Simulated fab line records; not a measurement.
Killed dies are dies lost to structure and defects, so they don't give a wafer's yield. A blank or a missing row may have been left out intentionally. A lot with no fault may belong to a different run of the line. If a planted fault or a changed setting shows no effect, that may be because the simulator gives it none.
Lot-split experiment	flow n5-finfet	21 wafers read from 7 lots, route of 1938 steps

SPLIT DETAILS
At N5_BEOL_M11_COAT_22 (resist thk 90 nm), the setting spin-rpm was moved away from the recipe's 1500 rpm on 6 of the 21 wafers read, by -10.5% to +7.8%. All remaining wafers had this setting at the recipe value.

The reading comes from the split's own step.

THE READING
CAR-ArF_of_BEOL_M11_COAT_22.thk-nm (the simulator's own value, which no gauge read), in nm, at N5_BEOL_M11_COAT_22 (resist thk 90 nm). The file gives no usual value for it. Across the 15 wafers here that went through the recipe, the average is 90.1 nm and the standard deviation 0.26 nm.

wafer	tool, chamber at the split	spin-rpm as run, rpm	against the recipe	CAR-ArF_of_BEOL_M11_COAT_22.thk-nm, nm	against lot-mates on the recipe
L074.1	litho-track-03, 0	1500	recipe	90.4	-
L074.3	litho-track-03, 0	1570	+4.7%	88	-2.3
L074.5	litho-track-03, 0	1500	recipe	90.2	-
L078.1	litho-track-05, 0	1500	recipe	90.2	-
L078.2	litho-track-05, 0	1379	-8.1%	94	+3.8
L078.5	litho-track-05, 0	1379	-8.1%	94	+3.8
L080.1	litho-track-02, 0	1500	recipe	90.2	-
L080.3	litho-track-02, 0	1500	recipe	90.4	-
L080.4	litho-track-02, 0	1500	recipe	90.6	-
L088.1	litho-track-05, 0	1500	recipe	90.2	-
L088.2	litho-track-05, 0	1500	recipe	90.2	-
L088.3	litho-track-05, 0	1342	-10.5%	95.4	+5.2
L087.1	litho-track-02, 0	1500	recipe	90	-
L087.3	litho-track-02, 0	1500	recipe	90	-
L087.2	litho-track-02, 0	1500	recipe	89.8	-
L086.1	litho-track-03, 0	1500	recipe	89.8	-
L086.3	litho-track-03, 0	1500	recipe	89.8	-
L086.4	litho-track-03, 0	1500	recipe	90	-
L096.2	litho-track-03, 0	1617	+7.8%	86.6	-3.0
L096.6	litho-track-03, 0	1617	+7.8%	86.6	-3.0
L096.3	litho-track-03, 0	1500	recipe	89.6	-

FIT RESULTS
A straight line over all 21 wafers: CAR-ArF_of_BEOL_M11_COAT_22.thk-nm changes by -0.476 nm for each +1% of spin-rpm; r = -0.99; the points scatter about the line by 0.25 nm.
The same after taking each lot's own level away (the mean of its wafers on the recipe; 21 wafers): -0.45 nm for each +1%; r = -0.99; scatter 0.21 nm.
On that fit, the largest move of spin-rpm shifts the reading by 4.7 nm.
Across the lots, their own levels run from 89.60 to 90.40 nm, a range of 3.1 times the standard deviation given above.
The two slopes agree, so the slope changes little with the lot-to-lot level.
Check: with one of the wafers moved furthest among these (-10.5%) left out of the fit, the line predicts +4.64 nm for it against its lot-mates. It came out at +5.2 nm against them.

ADDITIONAL SPLITS CARRIED BY THESE WAFERS
Note: prior to the reading, these wafers also went through further splits. Each is held against what the fit with the lots' levels taken away leaves over:
other split on the same wafers	wafers away from the commonest value	r with CAR-ArF_of_BEOL_M11_COAT_22.thk-nm (lot level and that fit taken away)
N5_BEOL_M8_TRENCH_ETCH_37 source-w	11	+0.02
N5_BEOL_M8_ALD_77 ald-cycles	6	-0.36
N5_BEOL_M9_ETCH_62 source-w	7	-0.36
N5_BEOL_M9_COAT_22 spin-rpm	7	-0.36
N5_BEOL_M10_EXPOSE_25 dose-mj	6	+0.46
N5_BEOL_M10_PEB_26 peb-time-s	7	+0.07
N5_BEOL_M11_COAT_63 spin-rpm	8	-0.12

THE FILE'S OWN FIT
CAR-ArF_of_BEOL_M11_COAT_22.thk-nm changes by -0.462 nm for each +1% of spin-rpm, r = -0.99.
